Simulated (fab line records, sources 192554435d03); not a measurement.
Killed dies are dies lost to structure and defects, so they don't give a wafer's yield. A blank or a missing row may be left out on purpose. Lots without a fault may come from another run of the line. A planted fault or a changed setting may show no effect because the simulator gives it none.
Split-lot experiment | flow n5_finfet | 7 lots, 21 wafers read, on a route of 1938 steps

THE SPLIT
At N5_BEOL_M10_ILD_DEP_00 (deposits SiCOH lowk from DEMS/porogen, target thk 308.51 nm, time 58 s), the setting time_s was moved away from the recipe's 58 s on 9 of the 21 wafers read, by -13.0% to +11.0%. The other wafers ran this setting at the recipe's value.

FROM THE SPLIT TO THE READING: what the file shows between them, 1 step
- N5_BEOL_M10_CURE_71: cures SiCOH lowk, time 240 s

THE READING
M10_ILD_THK, in nm, at N5_BEOL_M10_THK_MEAS_01. Fault-free wafers of this fab line usually give 267 nm, standard deviation 3.7 nm.

wafer  | tool, chamber at the split | time_s as run, s | against the recipe | M10_ILD_THK, nm | against lot-mates on the recipe
L076.1 | pecvd-04, 1                | 58               | recipe             | 260             | -
L076.2 | pecvd-04, 0                | 58               | recipe             | 261             | -
L076.6 | pecvd-04, 1                | 62.92            | +8.5%              | 287             | +26
L081.2 | pecvd-01, 2                | 58               | recipe             | 266             | -
L081.5 | pecvd-01, 2                | 64.38            | +11.0%             | 301             | +35
L081.6 | pecvd-01, 1                | 64.38            | +11.0%             | 297             | +31
L086.3 | pecvd-01, 1                | 50.45            | -13.0%             | 229             | -36
L086.4 | pecvd-01, 0                | 50.45            | -13.0%             | 233             | -32
L086.5 | pecvd-01, 1                | 58               | recipe             | 265             | -
L089.2 | pecvd-04, 2                | 58               | recipe             | 262             | -
L089.3 | pecvd-04, 0                | 58               | recipe             | 263             | -
L089.4 | pecvd-04, 1                | 58               | recipe             | 263             | -
L091.3 | pecvd-02, 1                | 58               | recipe             | 265             | -
L091.4 | pecvd-02, 2                | 58               | recipe             | 266             | -
L091.5 | pecvd-02, 1                | 58               | recipe             | 270             | -
L095.2 | pecvd-02, 0                | 58               | recipe             | 266             | -
L095.4 | pecvd-02, 1                | 63.68            | +9.8%              | 294             | +28
L095.6 | pecvd-02, 1                | 63.68            | +9.8%              | 297             | +31
L097.1 | pecvd-01, 1                | 52.25            | -9.9%              | 237             | -35
L097.3 | pecvd-01, 0                | 52.25            | -9.9%              | 240             | -32
L097.6 | pecvd-01, 0                | 58               | recipe             | 272             | -

THE FIT
A straight line over all 21 wafers: M10_ILD_THK changes by +2.82 nm for each +1% of time_s; r = +0.99; the points scatter about the line by 3.3 nm.
The same after taking each lot's own level away (the mean of its wafers on the recipe; 21 wafers): +2.96 nm for each +1%; r = +0.99; scatter 2.5 nm.
On that fit, the largest move of time_s shifts the reading by 38 nm.
The lots' own levels span 260.5 to 272.0 nm, that is 3.1 times the standard deviation above.
So the lot-to-lot level changes the slope little: the two slopes agree.
Check: with one of the wafers moved furthest among these (-13.0%) left out of the fit, the line predicts -38.9 nm for it against its lot-mates. It came out at -36 nm against them.

THE WHOLE CHAIN: every reading that the file lists as answering this split, in the file's order
step                    | what it does                                                           | reading                                                                                   | change (the file's fit)              | r (the file's)
N5_BEOL_M10_ILD_DEP_00  | deposits SiCOH lowk from DEMS/porogen, target thk 308.51 nm, time 58 s | SiCOH_lowk_of_BEOL_M10_ILD_DEP_00.thk_nm (the simulator's own value, which no gauge read) | +3.34 nm for each +1% of the setting | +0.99
N5_BEOL_M10_CURE_71     | cures SiCOH lowk, time 240 s                                           | SiCOH_lowk_of_BEOL_M10_ILD_DEP_00.thk_nm (the simulator's own value, which no gauge read) | +2.96 nm for each +1% of the setting | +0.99
N5_BEOL_M10_THK_MEAS_01 |                                                                        | M10_ILD_THK                                                                               | +2.95 for each +1% of the setting    | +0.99

THE FILE'S OWN FIT
M10_ILD_THK changes by +2.95 nm for each +1% of time_s, r = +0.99.
